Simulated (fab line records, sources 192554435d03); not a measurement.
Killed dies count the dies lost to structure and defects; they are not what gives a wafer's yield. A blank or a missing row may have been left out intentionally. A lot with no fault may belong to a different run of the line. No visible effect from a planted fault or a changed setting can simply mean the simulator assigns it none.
Split-lot study	flow n5_finfet	21 wafers read across 7 lots, on a route 1938 steps long

== THE SPLIT ==
At N5_BEOL_M0_SAQP_EXPOSE_37 (exposes mask M0 CUT1, target cd 30 nm), the setting dose_mj was moved away from the recipe's 44.75 on 7 of the 21 wafers read, by -4.2% to +7.1%. For the rest of the wafers, this setting stayed at what the recipe calls for.

== FROM THE SPLIT TO THE READING: what the file shows between them, 2 steps ==
- N5_BEOL_M0_SAQP_PEB_38: peb time 60 s
- N5_BEOL_M0_SAQP_DEVELOP_39: develop time 30 s

== THE READING ==
cd_nm, in nm, at N5_BEOL_M0_SAQP_CD_MEAS_40 (target cd 30 nm). A value of 30.0 nm with a standard deviation of 0.33 nm is what fault-free wafers of this fab line usually give.

wafer	tool, chamber at the split	dose_mj as run	against the recipe	cd_nm, nm	against lot-mates on the recipe
L074.1	euv_scanner-01, 0	42.87	-4.2%	28.8	no lot-mate on the recipe
L074.4	euv_scanner-01, 0	42.87	-4.2%	28.6	no lot-mate on the recipe
L074.5	euv_scanner-01, 0	42.87	-4.2%	29.1	no lot-mate on the recipe
L077.2	euv_scanner-01, 0	44.75	recipe	30.1	-
L077.3	euv_scanner-01, 0	44.75	recipe	30.1	-
L077.4	euv_scanner-01, 0	44.75	recipe	29.8	-
L084.1	euv_scanner-01, 0	44.75	recipe	30.1	-
L084.2	euv_scanner-01, 0	44.75	recipe	30.6	-
L084.5	euv_scanner-01, 0	44.75	recipe	30.0	-
L085.1	euv_scanner-01, 0	44.75	recipe	29.5	-
L085.2	euv_scanner-01, 0	47.93	+7.1%	31.0	+1.5
L085.4	euv_scanner-01, 0	47.93	+7.1%	31.3	+1.8
L086.1	euv_scanner-01, 0	44.75	recipe	29.9	-
L086.3	euv_scanner-01, 0	44.75	recipe	29.8	-
L086.6	euv_scanner-01, 0	44.75	recipe	29.7	-
L087.1	euv_scanner-01, 0	44.75	recipe	29.8	-
L087.2	euv_scanner-01, 0	44.75	recipe	30.1	-
L087.5	euv_scanner-01, 0	44.75	recipe	30.2	-
L093.3	euv_scanner-01, 0	47.65	+6.5%	31.5	+1.9
L093.4	euv_scanner-01, 0	47.65	+6.5%	30.9	+1.3
L093.6	euv_scanner-01, 0	44.75	recipe	29.6	-

FIT RESULTS
A straight line over all 21 wafers: cd_nm changes by +0.203 nm for each +1% of dose_mj; r = +0.92; the points scatter about the line by 0.29 nm.
The same after taking each lot's own level away (the mean of its wafers on the recipe; 18 wafers): +0.239 nm for each +1%; r = +0.96; scatter 0.19 nm.
Per that fit: largest dose_mj move, reading shift of 1.7 nm.
From 29.50 to 30.23 nm: that is the span of the lots' own levels, equal to 2.2 times the standard deviation above.
So the lot-to-lot level changes the slope: the two fits differ.
Check: for one of the wafers moved furthest among these (+7.1%), held out of the fit, the line's prediction against its lot-mates is +1.77 nm. It came out at +1.5 nm against them.

== THE OTHER SPLITS THESE WAFERS WENT THROUGH ==
Before the reading, these wafers also passed through other splits. Each is held against what the fit with the lots' levels taken away leaves over:
other split on the same wafers	wafers away from the commonest value	r with cd_nm (lot level and that fit taken away)
N5_BEOL_M0_SAQP_EXPOSE_11 dose_mj	6	+0.44

== THE WHOLE CHAIN: every reading that the file lists as answering this split, in the file's order ==
step	what it does	reading	change (the file's fit)	r (the file's)
N5_BEOL_M0_SAQP_CD_MEAS_40	target cd 30 nm	cd_nm	+0.239 nm for each +1% of the setting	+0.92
N5_BEOL_M0_SAQP_DESCUM_45	chemistry O2, time 7 s	BEOL_M0_SAQP.cd_nm (the simulator's own value, which no gauge read)	+0.178 nm for each +1% of the setting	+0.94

== FILE'S OWN FIT ==
cd_nm changes by +0.239 nm for each +1% of dose_mj, r = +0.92.
